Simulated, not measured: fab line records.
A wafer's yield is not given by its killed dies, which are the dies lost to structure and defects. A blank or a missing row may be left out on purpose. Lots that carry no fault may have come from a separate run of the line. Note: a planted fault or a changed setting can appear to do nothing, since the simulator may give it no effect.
Which tool is to blame? -- flow nandHarc -- 72 wafers from 24 lots sampled at 5 of the route's 1159 steps

== WHAT THE GAUGES SHOWED, per wafer ==
NHARC_A_STAIRCASE_INSPECT_155. Usual: 371 for rawDefectCount, sd 140.
lot,measured,on,rawDefectCount,flag
L075,day 13 03:52,defectInspect-02,357 317 291,
L074,day 13 04:04,defectInspect-01,276 330 195,
L077,day 14 01:27,defectInspect-01,685 509 495,
L076,day 14 06:36,defectInspect-01,436 575 588,
L078,day 14 16:23,defectInspect-02,355 344 548,
L079,day 14 16:46,defectInspect-02,415 365 440,
L080,day 15 15:44,defectInspect-01,486 772 539,
L081,day 15 23:05,defectInspect-02,272 214 247,
L084,day 16 05:53,defectInspect-01,222 335 357,
L082,day 16 06:08,defectInspect-01,375 371 398,
L083,day 16 06:30,defectInspect-02,346 376 349,
L088,day 17 02:58,defectInspect-02,177 176 254,
L086,day 17 03:08,defectInspect-01,319 360 436,
L087,day 17 03:19,defectInspect-01,448 287 213,
L085,day 17 03:28,defectInspect-02,270 422 336,
L089,day 17 10:47,defectInspect-02,280 239 287,
L090,day 17 17:52,defectInspect-01,444 577 509,
L092,day 17 18:15,defectInspect-01,694 491 399,
L091,day 18 02:13,defectInspect-02,330 369 276,
L093,day 18 05:04,defectInspect-01,272 432 423,
L094,day 18 05:10,defectInspect-02,268 393 217,
L095,day 19 01:25,defectInspect-02,271 267 299,
L096,day 19 02:02,defectInspect-01,396 405 529,
L097,day 19 05:17,defectInspect-01,494 499 305,

NHARC_A_SGD_CUT_THK_MEAS_22: measures by ellipsometry. Usual: 148.0 nm for thkNm, sd 1.6.
lot,measured,on,thkNm (nm),flag
L075,day 13 10:13,filmMetro-01,145.7 147.9 149.7,
L074,day 13 10:21,filmMetro-02,149.0 149.9 149.9,
L077,day 14 09:54,filmMetro-02,146.5 147.1 148.1,
L076,day 14 13:34,filmMetro-02,149.8 148.5 147.1,
L078,day 15 00:37,filmMetro-02,150.6 147.3 149.4,
L079,day 15 00:37,filmMetro-01,148.4 147.3 147.5,
L080,day 15 23:38,filmMetro-02,146.7 147.4 149.5,
L081,day 16 06:02,filmMetro-02,148.3 148.1 150.7,
L084,day 16 12:47,filmMetro-01,148.5 149.2 145.6,
L082,day 16 12:47,filmMetro-02,148.7 148.9 150.2,
L083,day 16 12:47,filmMetro-01,145.6 146.9 148.8,
L088,day 17 10:14,filmMetro-01,149.3 148.0 148.5,
L086,day 17 10:23,filmMetro-02,149.1 147.3 150.6,
L087,day 17 10:23,filmMetro-01,144.8 146.0 146.4,
L085,day 17 10:14,filmMetro-02,149.3 146.4 147.9,
L089,day 17 18:41,filmMetro-02,149.1 149.8 147.9,
L090,day 18 01:33,filmMetro-01,145.6 146.4 150.0,
L092,day 18 01:33,filmMetro-02,146.8 148.0 147.5,
L091,day 18 08:56,filmMetro-01,148.5 147.7 147.8,
L093,day 18 13:19,filmMetro-01,150.3 148.4 147.4,
L094,day 18 13:19,filmMetro-02,147.8 145.7 150.1,
L095,day 19 10:16,filmMetro-01,146.5 148.3 144.4,
L096,day 19 10:16,filmMetro-02,147.7 147.5 146.0,
L097,day 19 10:25,filmMetro-02,144.7 146.9 147.0,

== WHICH TOOL RAN EACH LOT (tool, then ch and the chambers of the sampled wafers, then the start) ==
lot,NHARC_A_STAIRCASE_STRIP_446,NHARC_A_STAIRCASE_DEP_471,NHARC_A_SGD_CUT_ETCH_16
L075,"plasmaAsher-02 ch 0,1, day 13 01:08","pecvd-03 ch 0,1,2, day 13 03:15","rieDiel-12 ch 1,2,3, day 13 10:13 or earlier"
L074,"plasmaAsher-01 ch 0,1, day 13 01:29","pecvd-03 ch 0,1,2, day 13 03:28","rieDiel-09 ch 1,2,3, day 13 10:21 or earlier"
L077,"plasmaAsher-01 ch 0,1, day 13 22:50","pecvd-03 ch 0,2, day 14 00:52","rieDiel-06 ch 2,3, day 14 09:54 or earlier"
L076,"plasmaAsher-01 ch 0,1, day 14 03:52","pecvd-04 ch 1,2, day 14 05:59","rieDiel-09 ch 0,1, day 14 13:34 or earlier"
L078,"plasmaAsher-01 ch 0, day 14 13:46","pecvd-04 ch 0,1,2, day 14 15:46","rieDiel-09 ch 0,2,3, day 15 00:37 or earlier"
L079,"plasmaAsher-02 ch 0,1, day 14 14:03","pecvd-02 ch 0,1,2, day 14 16:12","rieDiel-06 ch 1,2,3, day 15 00:37 or earlier"
L080,"plasmaAsher-02 ch 0,1, day 15 13:10","pecvd-04 ch 0,1, day 15 15:10","rieDiel-09 ch 0,3, day 15 23:38 or earlier"
L081,"plasmaAsher-02 ch 0,1, day 15 20:31","pecvd-04 ch 0,1,2, day 15 22:29","rieDiel-06 ch 0,1,2, day 16 06:02 or earlier"
L084,"plasmaAsher-01 ch 0,1, day 16 03:16","pecvd-02 ch 0,1,2, day 16 05:14","rieDiel-12 ch 1,2, day 16 12:47 or earlier"
L082,"plasmaAsher-01 ch 0,1, day 16 03:32","pecvd-04 ch 0,1,2, day 16 05:32","rieDiel-09 ch 0,1, day 16 12:47 or earlier"
L083,"plasmaAsher-01 ch 0,1, day 16 03:52","pecvd-04 ch 0,1,2, day 16 05:53","rieDiel-06 ch 0,2,3, day 16 12:47 or earlier"
L088,"plasmaAsher-01 ch 0,1, day 16 23:41","pecvd-03 ch 1,2, day 17 02:22","rieDiel-09 ch 2,3, day 17 10:14 or earlier"
L086,"plasmaAsher-01 ch 0,1, day 16 23:58","pecvd-03 ch 0,1,2, day 17 02:32","rieDiel-06 ch 0,1,2, day 17 10:23 or earlier"
L087,"plasmaAsher-01 ch 0,1, day 17 00:20","pecvd-03 ch 0,1,2, day 17 02:47","rieDiel-06 ch 0,1,2, day 17 10:23 or earlier"
L085,"plasmaAsher-01 ch 0,1, day 17 00:32","pecvd-02 ch 1,2, day 17 02:51","rieDiel-09 ch 0,1,3, day 17 10:14 or earlier"
L089,"plasmaAsher-01 ch 0,1, day 17 08:03","pecvd-02 ch 1,2, day 17 10:10","rieDiel-09 ch 2,3, day 17 18:41 or earlier"
L090,"plasmaAsher-01 ch 0,1, day 17 15:14","pecvd-02 ch 0,1,2, day 17 17:15","rieDiel-12 ch 1,2, day 18 01:33 or earlier"
L092,"plasmaAsher-01 ch 0,1, day 17 15:39","pecvd-03 ch 0,1,2, day 17 17:38","rieDiel-09 ch 0,2,3, day 18 01:33 or earlier"
L091,"plasmaAsher-01 ch 0,1, day 17 22:14","pecvd-03 ch 1,2, day 18 01:38","rieDiel-09 ch 1,2,3, day 18 08:56 or earlier"
L093,"plasmaAsher-01 ch 0,1, day 18 02:23","pecvd-02 ch 1,2, day 18 04:29","rieDiel-09 ch 0,1, day 18 13:19 or earlier"
L094,"plasmaAsher-02 ch 0,1, day 18 02:38","pecvd-04 ch 0,1,2, day 18 04:35","rieDiel-06 ch 0,1,3, day 18 13:19 or earlier"
L095,"plasmaAsher-01 ch 0,1, day 18 22:48","pecvd-04 ch 0,1,2, day 19 00:49","rieDiel-06 ch 0,2,3, day 19 10:16 or earlier"
L096,"plasmaAsher-01 ch 0,1, day 18 23:32","pecvd-02 ch 0,1,2, day 19 01:29","rieDiel-12 ch 1,2, day 19 10:16 or earlier"
L097,"plasmaAsher-02 ch 0,1, day 19 02:45","pecvd-03 ch 0,2, day 19 04:44","rieDiel-06 ch 2,3, day 19 10:25 or earlier"
- NHARC_A_STAIRCASE_STRIP_446: strips in O2.
- NHARC_A_STAIRCASE_DEP_471: deposits SiO2, target thk 100 nm.
- NHARC_A_SGD_CUT_ETCH_16: etches the open film in C4F8/O2/Ar, target depth 310.5 nm, time 155.2 s.

== AS READ BY THE TOOLS THEMSELVES (means over the sampled wafers that have a number; for cases with no such wafer, the mark the record gives instead) ==
NHARC_A_STAIRCASE_STRIP_446. Usual: drypumpMotorCurrentA 5.5 A, standard deviation 0.3; heaterPowerW 352 W, standard deviation 12.
lot,tool,drypumpMotorCurrentA (A),heaterPowerW (W),flag
L075,plasmaAsher-02,5.4,363,
L074,plasmaAsher-01,5.6,354,
L077,plasmaAsher-01,5.7,353,
L076,plasmaAsher-01,5.6,346,
L078,plasmaAsher-01,5.2,339,
L079,plasmaAsher-02,5.6,366,
L080,plasmaAsher-02,5.6,361,
L081,plasmaAsher-02,5.6,358,
L084,plasmaAsher-01,5.6,352,
L082,plasmaAsher-01,5.4,348,
L083,plasmaAsher-01,5.6,352,
L088,plasmaAsher-01,5.4,346,
L086,plasmaAsher-01,5.7,353,
L087,plasmaAsher-01,5.6,351,
L085,plasmaAsher-01,5.6,352,
L089,plasmaAsher-01,5.4,348,
L090,plasmaAsher-01,5.6,354,
L092,plasmaAsher-01,5.6,356,
L091,plasmaAsher-01,5.4,347,
L093,plasmaAsher-01,5.4,346,
L094,plasmaAsher-02,5.4,361,
L095,plasmaAsher-01,5.6,351,
L096,plasmaAsher-01,5.7,354,
L097,plasmaAsher-02,5.6,365,

NHARC_A_STAIRCASE_DEP_471. Usual: heaterPowerW 532 W, standard deviation 67; throttleValvePct 16.0 %, standard deviation 0.53.
lot,tool,heaterPowerW (W),throttleValvePct (%),flag
L075,pecvd-03,557,16.5,
L074,pecvd-03,579,16.4,
L077,pecvd-03,493,16.3,
L076,pecvd-04,496,15.4,
L078,pecvd-04,489,15.9,
L079,pecvd-02,570,16.1,
L080,pecvd-04,509,15.5,
L081,pecvd-04,505,15.8,
L084,pecvd-02,556,15.8,
L082,pecvd-04,535,15.8,
L083,pecvd-04,518,15.7,
L088,pecvd-03,572,15.8,
L086,pecvd-03,516,16.2,
L087,pecvd-03,552,16.3,
L085,pecvd-02,565,16.1,
L089,pecvd-02,495,15.9,
L090,pecvd-02,543,16.1,
L092,pecvd-03,579,16.3,
L091,pecvd-03,546,15.9,
L093,pecvd-02,425,16.1,
L094,pecvd-04,528,15.3,
L095,pecvd-04,494,15.1,
L096,pecvd-02,522,16.0,
L097,pecvd-03,453,17.0,

NHARC_A_SGD_CUT_ETCH_16. Usual: oesProductAu 0.968 a.u., standard deviation 0.019; rfVppV 721 V, standard deviation 4.1.
lot,tool,oesProductAu (a.u.),rfVppV (V),flag
L075,rieDiel-12,0.958,721,
L074,rieDiel-09,0.978,718,
L077,rieDiel-06,0.979,726,
L076,rieDiel-09,0.970,720,
L078,rieDiel-09,0.972,718,
L079,rieDiel-06,0.969,726,
L080,rieDiel-09,0.969,718,
L081,rieDiel-06,0.976,725,
L084,rieDiel-12,0.965,725,
L082,rieDiel-09,0.950,720,
L083,rieDiel-06,0.985,723,
L088,rieDiel-09,0.936,719,
L086,rieDiel-06,0.952,724,
L087,rieDiel-06,0.963,725,
L085,rieDiel-09,0.964,718,
L089,rieDiel-09,0.959,719,
L090,rieDiel-12,0.971,724,
L092,rieDiel-09,0.959,720,
L091,rieDiel-09,0.932,718,
L093,rieDiel-09,0.971,720,
L094,rieDiel-06,0.988,723,
L095,rieDiel-06,0.983,724,
L096,rieDiel-12,0.983,724,
L097,rieDiel-06,0.984,728,

== THE ANSWER, worked out from the rows above alone ==
Rule: lot off if the mean of its wafers having a number is beyond 3 standard deviations from the usual mean. A lot without any number at a reading at which 4 lots or more have one is off too. Any other lot the step has rows for is counted as sound. Order of review: gauges by route order, followed by the tools' own readings, for which a lot's mean as printed above is used. At the first step where some lot is off, the reading lying furthest off is the one used; lots without a number count as furthest.
Nothing can be told from this: no lot is off at any reading shown.

== WHAT THE SIMULATOR PUT IN ==
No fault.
